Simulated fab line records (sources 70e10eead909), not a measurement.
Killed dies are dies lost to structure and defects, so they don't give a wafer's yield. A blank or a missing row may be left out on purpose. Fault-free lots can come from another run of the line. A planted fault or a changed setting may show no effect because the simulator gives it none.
Chamber matching | flow nand harc | NHARC_A_CONTACT_ETCH_110 on rie diel-12: 4 sister chambers
The step etches the open film in CF4/O2, target depth 50 nm, overetch 5 nm, time 27.5 s. 16 wafers are shown with their chamber, then 8 later ones without.

WAFERS WITH THEIR CHAMBER
wafer  | chamber | showerhead plenum p Torr (Torr) | drypump motor current A (A) | rf vpp V (V)
L858.2 | 2       | 1.42                            | 6.2                         | 201.0
L858.5 | 3       | 1.37                            | 5.3                         | 199.1
L858.6 | 0       | 1.24                            | 5.4                         | 195.2
L862.1 | 2       | 1.42                            | 6.2                         | 200.0
L862.5 | 2       | 1.42                            | 6.2                         | 199.5
L862.6 | 3       | 1.37                            | 5.4                         | 198.2
L865.1 | 3       | 1.37                            | 5.3                         | 198.1
L865.4 | 0       | 1.23                            | 5.4                         | 194.6
L865.6 | 3       | 1.37                            | 5.3                         | 200.2
L867.1 | 3       | 1.37                            | 5.4                         | 199.9
L867.2 | 1       | 1.30                            | 6.6                         | 197.2
L867.5 | 3       | 1.37                            | 5.3                         | 201.4
L870.1 | 1       | 1.30                            | 6.6                         | 198.2
L870.3 | 3       | 1.37                            | 5.4                         | 199.2
L870.6 | 3       | 1.37                            | 5.3                         | 198.4
L871.3 | 0       | 1.23                            | 5.5                         | 196.0

SIGNATURES (means of the wafers above)
reading                  | chamber 0 | chamber 1 | chamber 2 | chamber 3 | scatter within a chamber
showerhead plenum p Torr | 1.2333    | 1.3000    | 1.4200    | 1.3700    | 0.00236
drypump motor current A  | 5.433     | 6.600     | 6.200     | 5.338     | 0.046
rf vpp V                 | 195.267   | 197.700   | 200.167   | 199.312   | 0.989
Rule: distance of a wafer from a chamber = root of the sum over the readings of ((wafer's reading minus chamber's mean) / reading's scatter) squared. If the next closest chamber is less than 2 further off than the closest, the wafer can't be placed; otherwise it belongs to the closest. How the scatter is found: for the shown wafers, subtract from each reading the mean of its chamber, square and add these, divide the total by (wafers less chambers), then take the root.

WAFERS WITH NO CHAMBER GIVEN
wafer  | showerhead plenum p Torr (Torr) | drypump motor current A (A) | rf vpp V (V)
L871.5 | 1.23                            | 5.5                         | 195.3
L871.6 | 1.37                            | 5.4                         | 199.5
L872.1 | 1.23                            | 5.4                         | 195.1
L872.2 | 1.42                            | 6.2                         | 199.4
L872.4 | 1.37                            | 5.3                         | 198.3
L880.2 | 1.23                            | 5.5                         | 195.4
L880.4 | 1.41                            | 6.3                         | 198.3
L880.6 | 1.41                            | 6.3                         | 199.1

THE CHAMBER EACH PASSED THROUGH
wafer  | from the rows above | in truth
L871.5 | 0                   | 0
L871.6 | 3                   | 3
L872.1 | 0                   | 0
L872.2 | 2                   | 2
L872.4 | 3                   | 3
L880.2 | 0                   | 0
L880.4 | 2                   | 2
L880.6 | 2                   | 2
Correct placement for 8 of the 8. Number that these rows cannot place: 0. Wrongly placed: 0.
